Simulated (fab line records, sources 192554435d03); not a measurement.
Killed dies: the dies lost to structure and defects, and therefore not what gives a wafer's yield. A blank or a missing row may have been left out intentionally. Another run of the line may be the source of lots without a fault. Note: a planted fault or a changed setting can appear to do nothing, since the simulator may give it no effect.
Which tool is to blame? | flow n5_finfet | Sampling: 24 lots, 72 wafers, 5 of 1938 route steps

== WHAT THE GAUGES SHOWED, per wafer ==
N5_MOL_CONTACT_COAG_THK_MEAS_53. Usual: VIA_MOL_THK typically reads 44.1 nm, with standard deviation 0.61.
lot  | measured     | on            | VIA_MOL_THK (nm) | flag
L074 | day 5 07:47  | film_metro-02 | 43.8 43.1 44.5   |
L075 | day 5 12:25  | film_metro-01 | 43.8 43.7 44.5   |
L076 | day 5 20:03  | film_metro-02 | 43.8 43.9 44.4   |
L077 | day 5 22:54  | film_metro-02 | 44.2 44.2 44.9   |
L078 | day 6 11:50  | film_metro-02 | 43.8 44.0 44.4   |
L079 | day 6 16:43  | film_metro-01 | 43.2 42.9 43.4   |
L080 | day 6 19:06  | film_metro-02 | 43.7 42.6 44.4   |
L081 | day 6 23:12  | film_metro-02 | 43.7 44.6 43.7   |
L082 | day 7 03:31  | film_metro-01 | 44.1 44.9 45.1   |
L083 | day 7 10:43  | film_metro-02 | 43.3 43.0 44.8   |
L084 | day 7 23:09  | film_metro-01 | 44.2 44.4 44.8   |
L085 | day 8 03:24  | film_metro-01 | 42.7 43.3 44.6   |
L086 | day 8 13:17  | film_metro-01 | 43.7 44.0 44.7   |
L087 | day 8 13:31  | film_metro-01 | 43.5 44.1 43.7   |
L088 | day 8 19:11  | film_metro-01 | 43.8 44.4 45.6   |
L089 | day 9 05:11  | film_metro-01 | 43.3 44.3 44.6   |
L090 | day 9 05:40  | film_metro-02 | 43.6 44.4 44.7   |
L091 | day 9 15:11  | film_metro-02 | 43.4 44.4 44.6   |
L092 | day 9 16:32  | film_metro-02 | 42.9 44.3 44.4   |
L093 | day 10 01:48 | film_metro-01 | 43.5 44.0 45.0   |
L094 | day 10 03:36 | film_metro-02 | 44.4 44.6 44.2   |
L095 | day 10 12:19 | film_metro-01 | 43.6 44.8 44.9   |
L096 | day 10 17:35 | film_metro-01 | 43.9 42.7 44.6   |
L097 | day 11 05:52 | film_metro-02 | 43.6 44.9 44.6   |

== WHICH TOOL RAN EACH LOT (tool, then ch and the chambers of the sampled wafers, then the start) ==
lot  | N5_GATE_CUT_CMP_43           | N5_MOL_CONTACT_COAG_PRE_CLEAN_142 | N5_MOL_CONTACT_COAG_CMP_23    | N5_MOL_CONTACT_COAG_CMP_28
L074 | cmp-04 ch 0,2,3, day 4 17:28 | pvd_sputter-02, day 4 23:17       | cmp-04 ch 0,2,3, day 4 23:36  | cmp-01 ch 0,2,3, day 5 01:59
L075 | cmp-04 ch 0,3, day 4 21:23   | pvd_sputter-02, day 5 04:54       | cmp-03 ch 0,2,3, day 5 05:13  | cmp-04 ch 0,3, day 5 07:32
L076 | cmp-04 ch 1,2,3, day 5 02:28 | pvd_sputter-01, day 5 12:26       | cmp-03 ch 1,2, day 5 12:43    | cmp-03 ch 2,3, day 5 15:05
L077 | cmp-02 ch 2,3, day 5 09:31   | pvd_sputter-03, day 5 15:19       | cmp-03 ch 1,2,3, day 5 15:34  | cmp-04 ch 1,3, day 5 17:58
L078 | cmp-03 ch 0,1,3, day 5 19:55 | pvd_sputter-01, day 6 04:17       | cmp-01 ch 0,2,3, day 6 04:34  | cmp-04 ch 1,2, day 6 07:09
L079 | cmp-04 ch 1,2,3, day 6 02:35 | pvd_sputter-01, day 6 09:59       | cmp-01 ch 0,3, day 6 10:15    | cmp-03 ch 2,3, day 6 12:38
L080 | cmp-02 ch 1,2, day 6 05:09   | pvd_sputter-02, day 6 11:54       | cmp-03 ch 0,1,3, day 6 12:14  | cmp-01 ch 0,1,2, day 6 14:42
L081 | cmp-04 ch 1,2,3, day 6 09:08 | pvd_sputter-03, day 6 16:02       | cmp-03 ch 0,2, day 6 16:17    | cmp-04 ch 0,2, day 6 18:43
L082 | cmp-02 ch 0,1, day 6 13:46   | pvd_sputter-03, day 6 19:39       | cmp-03 ch 0,1,3, day 6 19:56  | cmp-04 ch 2,3, day 6 22:17
L083 | cmp-03 ch 0,1,2, day 6 18:01 | pvd_sputter-02, day 7 02:05       | cmp-01 ch 1,2,3, day 7 02:26  | cmp-03 ch 0,1,3, day 7 06:19
L084 | cmp-04 ch 0,1,2, day 7 04:50 | pvd_sputter-01, day 7 15:01       | cmp-01 ch 0,1,3, day 7 15:20  | cmp-04 ch 1,2,3, day 7 17:44
L085 | cmp-02 ch 0,1,3, day 7 10:01 | pvd_sputter-01, day 7 18:39       | cmp-03 ch 0,1,2, day 7 19:00  | cmp-01 ch 0,1,2, day 7 21:40
L086 | cmp-03 ch 0,1, day 7 22:14   | pvd_sputter-01, day 8 04:55       | cmp-03 ch 1,2, day 8 05:10    | cmp-03 ch 0,1, day 8 07:33
L087 | cmp-02 ch 0,1,2, day 8 01:17 | pvd_sputter-03, day 8 05:50       | cmp-03 ch 1,2, day 8 06:07    | cmp-04 ch 1,3, day 8 08:33
L088 | cmp-04 ch 1,2,3, day 8 04:57 | pvd_sputter-02, day 8 12:24       | cmp-04 ch 1,2,3, day 8 12:39  | cmp-03 ch 0,1,3, day 8 15:05
L089 | cmp-02 ch 1,2,3, day 8 12:54 | pvd_sputter-01, day 8 21:26       | cmp-01 ch 0,1,3, day 8 21:43  | cmp-03 ch 2,3, day 9 00:25
L090 | cmp-03 ch 0,1,3, day 8 13:46 | pvd_sputter-02, day 8 21:32       | cmp-04 ch 0,2,3, day 8 21:50  | cmp-03 ch 0,1, day 9 00:36
L091 | cmp-02 ch 1,2,3, day 8 23:38 | pvd_sputter-01, day 9 07:25       | cmp-04 ch 0,2,3, day 9 07:44  | cmp-01 ch 0,2,3, day 9 10:15
L092 | cmp-03 ch 1,2, day 9 02:20   | pvd_sputter-01, day 9 08:20       | cmp-04 ch 0,1, day 9 08:35    | cmp-03 ch 1,2, day 9 11:50
L093 | cmp-04 ch 0,2,3, day 9 10:17 | pvd_sputter-01, day 9 18:31       | cmp-04 ch 1,2,3, day 9 18:45  | cmp-03 ch 0,1,2, day 9 21:13
L094 | cmp-04 ch 1,2, day 9 14:36   | pvd_sputter-02, day 9 20:31       | cmp-04 ch 0,1,3, day 9 20:50  | cmp-04 ch 2,3, day 9 23:17
L095 | cmp-04 ch 0,3, day 9 22:01   | pvd_sputter-02, day 10 03:52      | cmp-04 ch 0,1,3, day 10 04:13 | cmp-03 ch 1,2, day 10 06:32
L096 | cmp-03 ch 0,3, day 10 03:16  | pvd_sputter-02, day 10 10:27      | cmp-03 ch 0,1,3, day 10 10:44 | cmp-01 ch 1,2, day 10 13:07
L097 | cmp-03 ch 1,2, day 10 13:45  | pvd_sputter-02, day 10 22:22      | cmp-03 ch 0,2, day 10 22:38   | cmp-04 ch 2,3, day 11 01:02
- N5_GATE_CUT_CMP_43: polishes SiO2.
- N5_MOL_CONTACT_COAG_PRE_CLEAN_142: time 60 s.
- N5_MOL_CONTACT_COAG_CMP_23: polishes, stops on SiO2, t overpolish 1.5 s, target thk 0 nm.
- N5_MOL_CONTACT_COAG_CMP_28: polishes, stops on SiNx, t overpolish 0.85 s, target thk 14.522 nm.

== WHAT THE TOOLS THEMSELVES READ (means of the sampled wafers that have a number; where no wafer has one, the mark that the record gives instead) ==
N5_GATE_CUT_CMP_43. Usual: motor_current_A 12.9 A, standard deviation 1.4; slurry_filter_dp_kPa 13.51 kPa, standard deviation 0.13.
lot  | tool   | motor_current_A (A) | slurry_filter_dp_kPa (kPa) | flag
L074 | cmp-04 | 13.9                | 13.37                      |
L075 | cmp-04 | 14.2                | 13.48                      |
L076 | cmp-04 | 13.7                | 13.60                      |
L077 | cmp-02 | 11.8                | 13.36                      |
L078 | cmp-03 | 11.5                | 13.47                      |
L079 | cmp-04 | 13.7                | 13.57                      |
L080 | cmp-02 | 12.3                | 13.49                      |
L081 | cmp-04 | 13.8                | 13.59                      |
L082 | cmp-02 | 14.1                | 13.44                      |
L083 | cmp-03 | 12.3                | 13.63                      |
L084 | cmp-04 | 12.9                | 13.46                      |
L085 | cmp-02 | 13.3                | 13.45                      |
L086 | cmp-03 | 12.8                | 13.58                      |
L087 | cmp-02 | 13.6                | 13.45                      |
L088 | cmp-04 | 14.0                | 13.63                      |
L089 | cmp-02 | 12.4                | 13.56                      |
L090 | cmp-03 | 11.5                | 13.51                      |
L091 | cmp-02 | 12.5                | 13.52                      |
L092 | cmp-03 | 12.7                | 13.52                      |
L093 | cmp-04 | 13.7                | 13.59                      |
L094 | cmp-04 | 13.5                | 13.46                      |
L095 | cmp-04 | 13.6                | 13.46                      |
L096 | cmp-03 | 10.4                | 13.53                      |
L097 | cmp-03 | 13.0                | 13.62                      |

N5_MOL_CONTACT_COAG_PRE_CLEAN_142. Usual: heater_power_w 464 W, standard deviation 49; susceptor_temp_C 299.99 C, standard deviation 0.18.
lot  | tool           | heater_power_w (W) | susceptor_temp_C (C) | flag
L074 | pvd_sputter-02 | 426                | 300.02               |
L075 | pvd_sputter-02 | 474                | 300.17               |
L076 | pvd_sputter-01 | 497                | 299.95               |
L077 | pvd_sputter-03 | 417                | 299.81               |
L078 | pvd_sputter-01 | 467                | 299.93               |
L079 | pvd_sputter-01 | 477                | 299.86               |
L080 | pvd_sputter-02 | 442                | 300.19               |
L081 | pvd_sputter-03 | 431                | 300.08               |
L082 | pvd_sputter-03 | 422                | 299.98               |
L083 | pvd_sputter-02 | 480                | 300.00               |
L084 | pvd_sputter-01 | 478                | 300.12               |
L085 | pvd_sputter-01 | 477                | 299.97               |
L086 | pvd_sputter-01 | 480                | 299.93               |
L087 | pvd_sputter-03 | 424                | 300.02               |
L088 | pvd_sputter-02 | 428                | 299.89               |
L089 | pvd_sputter-01 | 473                | 300.07               |
L090 | pvd_sputter-02 | 456                | 299.93               |
L091 | pvd_sputter-01 | 476                | 299.99               |
L092 | pvd_sputter-01 | 510                | 300.14               |
L093 | pvd_sputter-01 | 478                | 299.94               |
L094 | pvd_sputter-02 | 462                | 299.90               |
L095 | pvd_sputter-02 | 436                | 300.19               |
L096 | pvd_sputter-02 | 457                | 299.92               |
L097 | pvd_sputter-02 | 504                | 299.90               |

N5_MOL_CONTACT_COAG_CMP_23. Usual: motor_current_A 8.2 A, standard deviation 0.85; overpolish_run_s 1.499 s, standard deviation 0.01; platen_rpm 50.29 rpm, standard deviation 0.038; slurry_filter_dp_kPa 13.50 kPa, standard deviation 0.15; time_to_endpoint_s 10.6 s, standard deviation 2.7.
lot  | tool   | motor_current_A (A) | overpolish_run_s (s) | platen_rpm (rpm) | slurry_filter_dp_kPa (kPa) | time_to_endpoint_s (s) | flag
L074 | cmp-04 | 9.1                 | 1.495                | 50.28            | 13.63                      | 8.8                    |
L075 | cmp-03 | 7.7                 | 1.501                | 50.27            | 13.63                      | 9.9                    |
L076 | cmp-03 | 8.6                 | 1.499                | 50.29            | 13.45                      | 15.8                   |
L077 | cmp-03 | 8.2                 | 1.497                | 50.26            | 13.55                      | 12.9                   |
L078 | cmp-01 | 7.6                 | 1.489                | 50.32            | 13.46                      | 8.9                    |
L079 | cmp-01 | 7.8                 | 1.504                | 50.27            | 13.47                      | 8.9                    |
L080 | cmp-03 | 7.6                 | 1.500                | 50.30            | 13.37                      | 13.2                   |
L081 | cmp-03 | 8.0                 | 1.502                | 50.24            | 13.42                      | 7.8                    |
L082 | cmp-03 | 7.8                 | 1.495                | 50.25            | 13.61                      | 12.2                   |
L083 | cmp-01 | 7.6                 | 1.507                | 50.29            | 13.60                      | 10.6                   |
L084 | cmp-01 | 8.0                 | 1.494                | 50.29            | 13.71                      | 11.5                   |
L085 | cmp-03 | 8.3                 | 1.492                | 50.29            | 13.57                      | 10.9                   |
L086 | cmp-03 | 8.2                 | 1.498                | 50.28            | 13.48                      | 9.3                    |
L087 | cmp-03 | 8.6                 | 1.509                | 50.31            | 13.52                      | 11.4                   |
L088 | cmp-04 | 8.9                 | 1.494                | 50.27            | 13.56                      | 11.6                   |
L089 | cmp-01 | 8.2                 | 1.491                | 50.31            | 13.35                      | 10.9                   |
L090 | cmp-04 | 9.3                 | 1.508                | 50.29            | 13.38                      | 10.1                   |
L091 | cmp-04 | 9.1                 | 1.497                | 50.27            | 13.54                      | 11.0                   |
L092 | cmp-04 | 8.2                 | 1.496                | 50.34            | 13.49                      | 9.3                    |
L093 | cmp-04 | 9.2                 | 1.497                | 50.29            | 13.36                      | 11.1                   |
L094 | cmp-04 | 8.7                 | 1.498                | 50.29            | 13.57                      | 9.8                    |
L095 | cmp-04 | 9.0                 | 1.504                | 50.27            | 13.60                      | 7.8                    |
L096 | cmp-03 | 7.7                 | 1.496                | 50.32            | 13.51                      | 11.2                   |
L097 | cmp-03 | 7.8                 | 1.495                | 50.29            | 13.47                      | 10.2                   |

N5_MOL_CONTACT_COAG_CMP_28. Usual: motor_current_A 12.8 A, standard deviation 1.3; platen_rpm 51.80 rpm, standard deviation 0.033; slurry_filter_dp_kPa 13.50 kPa, standard deviation 0.14; time_to_endpoint_s 5.1 s, standard deviation 2.5.
lot  | tool   | motor_current_A (A) | platen_rpm (rpm) | slurry_filter_dp_kPa (kPa) | time_to_endpoint_s (s) | flag
L074 | cmp-01 | 11.9                | 51.77            | 13.49                      | 2.5                    |
L075 | cmp-04 | 13.5                | 51.84            | 13.50                      | 4.6                    |
L076 | cmp-03 | 11.1                | 51.83            | 13.47                      | 4.4                    |
L077 | cmp-04 | 14.4                | 51.80            | 13.53                      | 7.0                    |
L078 | cmp-04 | 13.5                | 51.77            | 13.46                      | 4.2                    |
L079 | cmp-03 | 12.0                | 51.83            | 13.46                      | 6.0                    |
L080 | cmp-01 | 12.9                | 51.78            | 13.39                      | 2.9                    |
L081 | cmp-04 | 13.4                | 51.78            | 13.45                      | 3.0                    |
L082 | cmp-04 | 14.3                | 51.79            | 13.47                      | 3.8                    |
L083 | cmp-03 | 11.8                | 51.78            | 13.51                      | 8.2                    |
L084 | cmp-04 | 13.5                | 51.79            | 13.64                      | 7.4                    |
L085 | cmp-01 | 12.2                | 51.80            | 13.50                      | 6.4                    |
L086 | cmp-03 | 13.3                | 51.80            | 13.56                      | 5.7                    |
L087 | cmp-04 | 14.5                | 51.82            | 13.49                      | 5.2                    |
L088 | cmp-03 | 12.2                | 51.84            | 13.68                      | 4.9                    |
L089 | cmp-03 | 11.5                | 51.76            | 13.54                      | 5.6                    |
L090 | cmp-03 | 12.7                | 51.85            | 13.57                      | 6.3                    |
L091 | cmp-01 | 11.9                | 51.82            | 13.48                      | 3.7                    |
L092 | cmp-03 | 12.9                | 51.83            | 13.54                      | 6.9                    |
L093 | cmp-03 | 12.9                | 51.80            | 13.35                      | 6.9                    |
L094 | cmp-04 | 15.0                | 51.80            | 13.63                      | 4.3                    |
L095 | cmp-03 | 13.0                | 51.80            | 13.42                      | 3.8                    |
L096 | cmp-01 | 12.1                | 51.78            | 13.59                      | 6.1                    |
L097 | cmp-04 | 14.8                | 51.82            | 13.44                      | 1.6                    |

== THE ANSWER, worked out from the rows above alone ==
Rule: take the mean of a lot's wafers that have a number; if it is more than 3 standard deviations from the usual mean, the lot is off. A lot without any number at a reading at which 4 lots or more have one is off too. Any other lot the step has rows for is counted as sound. The gauges are gone through in route order, then the tools' own readings, and for those a lot's mean is taken as printed above. At the first step where some lot is off, the reading lying furthest off is the one used; lots without a number count as furthest.
Nothing can be told from this: no lot is off at any reading shown.

== WHAT THE SIMULATOR HAD INSERTED ==
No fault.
